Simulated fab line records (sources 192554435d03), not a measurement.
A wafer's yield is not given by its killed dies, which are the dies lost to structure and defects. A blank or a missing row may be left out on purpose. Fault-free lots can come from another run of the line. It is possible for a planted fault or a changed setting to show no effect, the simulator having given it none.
Split-lot experiment    flow n5Finfet    39 wafers read from 7 lots, route of 1938 steps

== ABOUT THE SPLIT ==
At N5_FIN_SAQP_ETCH_65 (etches SiO2 in CF4, target depth 4 nm, time 4.4 s), the setting timeS was moved away from the recipe's 4.4 s on 15 of the 39 wafers read, by -48.1% to +37.6%. The other wafers ran this setting at the recipe's value.

The split's own step is where the reading is taken.

== THE READING ==
etch.depthNm (the simulator's own value, which no gauge read), in nm, at N5_FIN_SAQP_ETCH_65 (etches SiO2 in CF4, target depth 4 nm, time 4.4 s). The file gives no usual value for it. Here, 24 wafers ran the recipe; their average is 3.981 nm with a standard deviation of 0.049 nm.

wafer   tool, chamber at the split  timeS as run, s  against the recipe  etch.depthNm, nm  against lot-mates on the recipe
L074.1  rieSi-01, 1                 6.053            +37.6%              5.528             +1.539
L074.2  rieSi-01, 2                 4.4              recipe              3.965             -
L074.3  rieSi-01, 0                 4.4              recipe              3.997             -
L074.4  rieSi-01, 3                 6.053            +37.6%              5.583             +1.594
L074.5  rieSi-01, 1                 4.4              recipe              4.004             -
L074.6  rieSi-01, 0                 6.053            +37.6%              5.535             +1.546
L078.1  rieSi-06, 1                 4.4              recipe              4.033             -
L078.2  rieSi-06, 3                 4.4              recipe              3.993             -
L078.3  rieSi-06, 0                 4.4              recipe              3.93              -
L078.4  rieSi-06, 3                 4.4              recipe              3.994             -
L078.5  rieSi-06, 1                 4.4              recipe              4.039             -
L078.6  rieSi-06, 0                 4.4              recipe              3.949             -
L087.1  rieSi-06, 3                 3.372            -23.4%              3.108             -0.917
L087.2  rieSi-06, 2                 3.372            -23.4%              3.043             -0.982
L087.3  rieSi-06, 0                 3.372            -23.4%              3.054             -0.971
L087.4  rieSi-06, 1                 4.4              recipe              4.041             -
L087.5  rieSi-06, 2                 4.4              recipe              3.971             -
L087.6  rieSi-06, 3                 4.4              recipe              4.063             -
L090.1  rieSi-04, 3                 4.4              recipe              3.882             -
L090.2  rieSi-04, 2                 4.4              recipe              3.956             -
L090.6  rieSi-04, 2                 4.4              recipe              3.976             -
L091.1  rieSi-04, 1                 2.282            -48.1%              2.092             -1.855
L091.2  rieSi-04, 3                 4.4              recipe              3.871             -
L091.3  rieSi-04, 0                 2.282            -48.1%              2.036             -1.911
L091.4  rieSi-04, 2                 4.4              recipe              3.958             -
L091.5  rieSi-04, 2                 2.282            -48.1%              2.055             -1.892
L091.6  rieSi-04, 1                 4.4              recipe              4.011             -
L093.1  rieSi-01, 1                 4.4              recipe              3.988             -
L093.2  rieSi-01, 0                 4.4              recipe              4.027             -
L093.3  rieSi-01, 3                 3.612            -17.9%              3.349             -0.653
L093.5  rieSi-01, 3                 3.612            -17.9%              3.349             -0.653
L093.4  rieSi-01, 1                 4.4              recipe              3.992             -
L093.6  rieSi-01, 0                 3.612            -17.9%              3.297             -0.705
L095.1  rieSi-04, 2                 4.4              recipe              4.048             -
L095.2  rieSi-04, 1                 5.876            +33.5%              5.412             +1.443
L095.3  rieSi-04, 0                 5.876            +33.5%              5.308             +1.339
L095.4  rieSi-04, 3                 4.4              recipe              3.939             -
L095.5  rieSi-04, 3                 4.4              recipe              3.92              -
L095.6  rieSi-04, 0                 5.876            +33.5%              5.318             +1.349

THE FIT
A straight line over all 39 wafers: etch.depthNm changes by +0.0403 nm for each +1% of timeS; r = +1.00; the points scatter about the line by 0.05 nm.
The same after taking each lot's own level away (the mean of its wafers on the recipe; 39 wafers): +0.0402 nm for each +1%; r = +1.00; scatter 0.045 nm.
According to that fit, moving timeS by its largest amount changes the reading by 1.9 nm.
The span of the lots' own levels, 3.9380 to 4.0250 nm, comes to 1.8 times the standard deviation stated above.
The two slopes are in agreement: the lot-to-lot level therefore moves the slope only a little.
Check: -1.94 nm against its lot-mates is what the line predicts for one of the wafers moved furthest among these (-48.1%) when that wafer is left out of the fit. It came out at -1.85 nm against them.

== THE OTHER SPLITS THESE WAFERS WENT THROUGH ==
These wafers also went through other splits before the reading. Each is held against what the fit with the lots' levels taken away leaves over:
other split on the same wafers  wafers away from the commonest value  r with etch.depthNm (lot level and that fit taken away)
N5_FIN_SAQP_HM_DEP_03 timeS     9                                     +0.00

== FILE'S OWN FIT ==
etch.depthNm changes by +0.0402 nm for each +1% of timeS, r = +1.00.
